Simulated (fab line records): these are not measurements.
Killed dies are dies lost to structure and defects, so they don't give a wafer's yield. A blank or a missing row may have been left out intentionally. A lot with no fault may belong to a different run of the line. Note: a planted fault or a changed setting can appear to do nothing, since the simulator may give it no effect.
A struck lot beside a sound one + flow n5 finfet + 25 out of 1938 route steps
Sound: wafers L553.1, L553.5, L553.6. The struck wafers were L542.1, L542.5, L542.6. Last of all comes the cause.
Per side, at each step with rows, come the tool, then ch with its chambers, and then its first start. Under that, the readings that differ: sound wafers + struck wafers + difference of the means + sigmas: that difference in standard deviations of wafers without a fault.
alike: a reading whose means differ by less than 2 such deviations, as well as words and numbers matching on both sides. not compared: withheld readings; readings where some wafer has no value; bounds like >300 that might hide an equal value; numbers whose values overlap and for which the record gives no deviation.
The two part at a step that has a row with sigmas, a row that says differs or no value, or rows on one side only. Numbers that have no deviation but don't overlap get no sigmas and don't part them. Lack of a reading on every wafer of one side parts them only where that side has two or more wafers.

first, 8 steps without rows for these wafers: N5_BEOL_M8_DEVELOP_10 (develop time 30 s); N5_BEOL_M8_DESCUM_16 (chemistry O2, time 7.9 s); N5_BEOL_M8_ETCH_61 (etches SiARC in CF4, target depth 45.5 nm, time 75.8 s); N5_BEOL_M8_ETCH_62 (etches SOC in N2/H2, target depth 110 nm, overetch 22 nm, time 165 s); N5_BEOL_M8_STRIP_68 (strips in N2/H2); N5_BEOL_M8_STRIP_67 (strips in CF4); N5_BEOL_M8_HM_OPEN_17 (chemistry Cl2/BCl3, target TiN, target depth 20 nm, overetch 6 nm); N5_BEOL_M8_STRIP_19 (strips in O2).
N5_BEOL_M8_COAT_63: time 60 s, resist thk 60 nm.
  sound on litho track-04 ch 0, day 17 05:14; struck on litho track-01 ch 0, day 14 09:38
| reading                                  | sound                | struck               | difference | sigmas |
|------------------------------------------|----------------------|----------------------|------------|--------|
| spin speed rpm (rpm)                     | 1499.3 1499.1 1500.4 | 1567.8 1566.0 1566.5 | +67.2      | +77    |
| model.SOC_of_BEOL_M8_COAT_63.thk nm (nm) | 60 60.2 60.4         | 59 59 59             | -1         |        |
then, 11 steps without rows for these wafers: N5_BEOL_M8_COAT_64 (time 60 s, resist thk 12 nm); N5_BEOL_M8_COAT_71 (time 60 s, resist thk 5 nm); N5_BEOL_M8_COAT_22 (resist thk 30 nm); N5_BEOL_M8_EBR_24; N5_BEOL_M8_SOFTBAKE_23 (time 60 s); N5_BEOL_M8_EXPOSE_25 (exposes mask V7, target cd 40 nm); N5_BEOL_M8_PEB_26 (peb time 60 s); N5_BEOL_M8_DEVELOP_27 (develop time 30 s); N5_BEOL_M8_DESCUM_33 (chemistry O2, time 7 s); N5_BEOL_M8_ETCH_72 (etches underlayer in N2/H2, target depth 6.5 nm, time 5.2 s); N5_BEOL_M8_ETCH_65 (etches SiARC in CF4, target depth 15.6 nm, time 26 s).
N5_BEOL_M8_ETCH_66: etches SOC in N2/H2, target depth 80 nm, overetch 16 nm, time 120 s.
  sound on rie diel-04 ch 0,2,3, day 17 06:15; struck on rie diel-05 ch 0,1, day 14 10:07
| reading                  | sound             | struck         | difference | sigmas |
|--------------------------|-------------------|----------------|------------|--------|
| model.etch.depth nm (nm) | 60.04 60.21 60.44 | 59 58.99 58.98 | -1         |        |
  alike: drypump motor current A, oes product au, rf vpp V, showerhead plenum p Torr, throttle valve pct
  not compared: rf hours counter h
then, 2 steps without rows for these wafers: N5_BEOL_M8_STRIP_69 (strips in N2/H2); N5_BEOL_M8_STRIP_73 (strips in N2/H2).
N5_BEOL_M8_VIA_ETCH_34: etches SiCOH lowk in C4F6/O2, target depth 125.5 nm, time 50.5 s.
  sound on rie diel-04 ch 0,2,3, day 17 06:21; struck on rie diel-05 ch 0,1, day 14 10:13
| reading                                  | sound        | struck   | difference | sigmas |
|------------------------------------------|--------------|----------|------------|--------|
| model.SOC_of_BEOL_M8_COAT_63.thk nm (nm) | 54.4 54 54.2 | 53 53 53 | -1         |        |
  alike: drypump motor current A, oes product au, rf vpp V, showerhead plenum p Torr, throttle valve pct
  not compared: rf hours counter h
then, 1 step without rows for these wafers: N5_BEOL_M8_STRIP_76 (strips in C4F6/O2).

== WHERE THEY PART ==
N5_BEOL_M8_COAT_63 only, going by this record. Later steps at which nothing parts them and some readings are alike: N5_BEOL_M8_ETCH_66, N5_BEOL_M8_VIA_ETCH_34.

WHY: whatever the simulator had introduced
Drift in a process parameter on litho track-01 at N5_BEOL_M8_COAT_63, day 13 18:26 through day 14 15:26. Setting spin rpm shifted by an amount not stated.
